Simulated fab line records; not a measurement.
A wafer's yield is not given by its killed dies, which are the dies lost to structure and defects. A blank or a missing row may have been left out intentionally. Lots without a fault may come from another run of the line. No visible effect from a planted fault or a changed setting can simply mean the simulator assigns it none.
Comparing a struck lot with a sound one -- flow n5_finfet -- 29 out of 1938 route steps
Sound: these wafers, L333.4, L333.5, L333.6. Wafers struck: L352.1, L352.2, L352.6. At the end, the cause is stated.
Order at every step that has rows: each side's tool, ch and its chambers, its first start. Under that, the readings that differ: sound wafers -- struck wafers -- difference of the means -- sigmas: that difference in standard deviations of wafers without a fault.
alike: readings with means less than 2 such deviations apart, plus words and numbers identical on both sides. not compared: withheld readings, readings lacking a value on some wafer, bounds such as >300 that could conceal the same value, and numbers that have no deviation in the record and whose values overlap.
The two part at a step that has a row with sigmas, a row that says differs or no value, or rows on one side only. Numbers that don't overlap but have no deviation are shown without sigmas and don't part them. A reading missing from all wafers of one side parts the sides only when that side holds two or more wafers.

first, 3 steps without rows for these wafers: N5_BEOL_M0_SAQP_EXPOSE_11 (exposes mask M0 CORE, target cd 42 nm); N5_BEOL_M0_SAQP_PEB_12 (peb time 60 s); N5_BEOL_M0_SAQP_DEVELOP_13 (develop time 30 s).
N5_BEOL_M0_SAQP_CD_MEAS_14: target cd 42.5 nm.
  sound on cd_sem-02 ch 0, day 5 10:52; struck on cd_sem-02 ch 0, day 10 05:25
  alike: cd_nm
N5_BEOL_M0_SAQP_OVL_MEAS_15:
  sound on overlay-02 ch 0, day 5 10:53; struck on overlay-02 ch 0, day 10 05:26
  alike: M0_CORE_OVL
N5_BEOL_M0_SAQP_INSPECT_16: inspects for defects (brightfield).
  sound on defect_inspect-01 at day 5 10:55; struck on defect_inspect-02 at day 10 05:28
  alike: raw_defect_count
N5_BEOL_M0_SAQP_DESCUM_19: chemistry O2, time 7.9 s.
  sound on rie_diel-02 ch 0,2,3, day 5 10:58; struck on rie_diel-03 ch 0,3, day 10 05:30
  alike: drypump_motor_current_A, o2_flow_sccm, oes_product_au, rf_vpp_V, showerhead_plenum_p_Torr, throttle_valve_pct
  not compared: rf_hours_counter_h
N5_BEOL_M0_SAQP_ETCH_83: etches SiARC in CF4, target depth 39 nm, time 65 s.
  sound on rie_diel-02 ch 0,2,3, day 5 11:00; struck on rie_diel-03 ch 0,3, day 10 05:32
  alike: bias_w, cf4_flow_sccm, drypump_motor_current_A, etch_rf_on_time_s, oes_product_au, rf_vpp_V, showerhead_plenum_p_Torr, throttle_valve_pct
  not compared: rf_hours_counter_h
then, 4 steps without rows for these wafers: N5_BEOL_M0_SAQP_ETCH_84 (etches SOC in N2/H2, target depth 100 nm, overetch 20 nm, time 150 s); N5_BEOL_M0_SAQP_STRIP_80 (strips in N2/H2); N5_BEOL_M0_SAQP_HM_OPEN_112 (chemistry CHF3/O2, target SiO2, stops on a-Si, target depth 12 nm, time 13.5 s); N5_BEOL_M0_SAQP_STRIP_113 (strips in CHF3/O2).
N5_BEOL_M0_SAQP_MANDREL_ETCH_20: etches a-Si in HBr/Cl2, stops on SiNx, target depth 60 nm, bt time 10 s, time 30 s.
  sound on rie_si-04 ch 1,2,3, day 5 11:13; struck on rie_si-04 ch 1,2, day 10 05:47
  no value came back on the struck wafers for any of 6 readings (HBr_flow_sccm (sccm), bias_w (W) and others); on the sound wafers HBr_flow_sccm (sccm) reads 150.3 149.9 150.4
reading,sound,struck,difference,sigmas
model.SOC_of_BEOL_M0_SAQP_COAT_81.thk_nm (nm),75.4 76 76.4,99.6 99.8 100,+23.9,
model.SiNx_of_BEOL_M0_SAQP_PECVD_97.thk_nm (nm),18.2 18.4 18.8,22.6 22.8 23,+4.3,
  not compared: rf_hours_counter_h
N5_BEOL_M0_SAQP_STRIP_86: strips in N2/H2.
  sound on rie_diel-02 ch 0,2,3, day 5 11:35; struck on rie_diel-02 ch 0,2,3, day 10 05:53
  alike: drypump_motor_current_A, oes_product_au, rf_vpp_V, showerhead_plenum_p_Torr, throttle_valve_pct
  not compared: rf_hours_counter_h
then, 2 steps without rows for these wafers: N5_BEOL_M0_SAQP_STRIP_115 (strips in post etch residue remover, time 60 s); N5_BEOL_M0_SAQP_SRD_93 (time 30 s).
N5_BEOL_M0_SAQP_RECESS_114: chemistry HF/NH3, target SiO2, target depth 14.4 nm, afs cycles 3, sublimation time 60 s.
  sound on vapor_etch-01 ch 0,1, day 5 11:49; struck on vapor_etch-01 ch 0,1, day 10 06:17
  alike: drypump_motor_current_A
then, 1 step without rows for these wafers: N5_BEOL_M0_SAQP_SPACER1_ALD_98 (deposits SiO2, target thk 12.8 nm, pulse time 1 s, purge time 2 s).
N5_BEOL_M0_SAQP_SPACER1_ETCHBACK_99: etches SiO2 in CHF3/O2, target depth 15.4 nm, time 7.7 s.
  sound on rie_diel-06 ch 1,2, day 5 12:34; struck on rie_diel-02 ch 0,1,2, day 10 07:08
reading,sound,struck,difference,sigmas
oes_product_au (a.u.),0.70 0.75 0.69,0.34 0.34 0.28,-0.39,-4
rf_vpp_V (V),542 531 542,522 508 524,-20,-2
  alike: O2_flow_sccm, bias_w, drypump_motor_current_A, showerhead_plenum_p_Torr, throttle_valve_pct
  not compared: rf_hours_counter_h
then, 1 step without rows for these wafers: N5_BEOL_M0_SAQP_MANDREL1_REMOVE_100 (chemistry HBr/Cl2/O2, target a-Si, stops on SiNx, bt time 10 s).
N5_BEOL_M0_SAQP_CD_MEAS_25: target cd 13.1 nm.
  sound on cd_sem-03 ch 0, day 5 12:46; struck on cd_sem-03 ch 0, day 10 07:20
reading,sound,struck,difference,sigmas
cd_nm (nm),12.75 13.17 12.64,- - -,no value on the struck wafers,
then, 1 step without rows for these wafers: N5_BEOL_M0_SAQP_ETCH_101 (etches SiNx in CH3F/O2, target depth 29.9 nm, time 42.7 s).
N5_BEOL_M0_SAQP_ETCH_102: etches SiO2 in CF4, target depth 4 nm, time 4.4 s.
  sound on rie_si-01 ch 0,1, day 5 12:54; struck on rie_si-06 ch 2,3, day 10 07:29
reading,sound,struck,difference,sigmas
drypump_motor_current_A (A),6.3 6.3 6.6,5.2 4.8 5.2,-1.3,-2
  alike: bias_w, cf4_flow_sccm, he_backside_leak_sccm, oes_product_au, throttle_valve_pct
  not compared: rf_hours_counter_h
then, 3 steps without rows for these wafers: N5_BEOL_M0_SAQP_MANDREL_ETCH_103 (etches a-Si in HBr/Cl2, stops on SiCN, target depth 45 nm, bt time 10 s, time 27 s); N5_BEOL_M0_SAQP_RECESS_104 (chemistry HF/NH3, target SiO2, target depth 18 nm, afs cycles 3, sublimation time 60 s); N5_BEOL_M0_SAQP_COAT_105 (time 60 s, resist thk 100 nm).
N5_BEOL_M0_SAQP_ETCH_106: etches SOC in N2/H2, stops on SiNx, target depth 150 nm.
  sound on rie_diel-03 ch 1,3, day 5 13:30; struck on rie_diel-06 ch 2,3, day 10 08:02
reading,sound,struck,difference,sigmas
model.SiNx_of_BEOL_M0_SAQP_PECVD_97.thk_nm (nm),15.2 15.4 15.8,19.6 19.8 20,+4.3,
  alike: bias_w, chamber_pressure_mTorr, drypump_motor_current_A, oes_product_au, rf_vpp_V, showerhead_plenum_p_Torr, throttle_valve_pct
  not compared: rf_hours_counter_h
then, 1 step without rows for these wafers: N5_BEOL_M0_SAQP_ETCH_107 (etches SiNx in CH3F/O2, target depth 30 nm).
N5_BEOL_M4_RC_MEAS_101:
  the record has rows for the sound wafers here (prober-01 ch 0, day 9 02:01) and none for the struck ones

WHERE THEY PART
First at N5_BEOL_M0_SAQP_MANDREL_ETCH_20; last, within this record, at N5_BEOL_M4_RC_MEAS_101.

WHY: what the simulator had put in
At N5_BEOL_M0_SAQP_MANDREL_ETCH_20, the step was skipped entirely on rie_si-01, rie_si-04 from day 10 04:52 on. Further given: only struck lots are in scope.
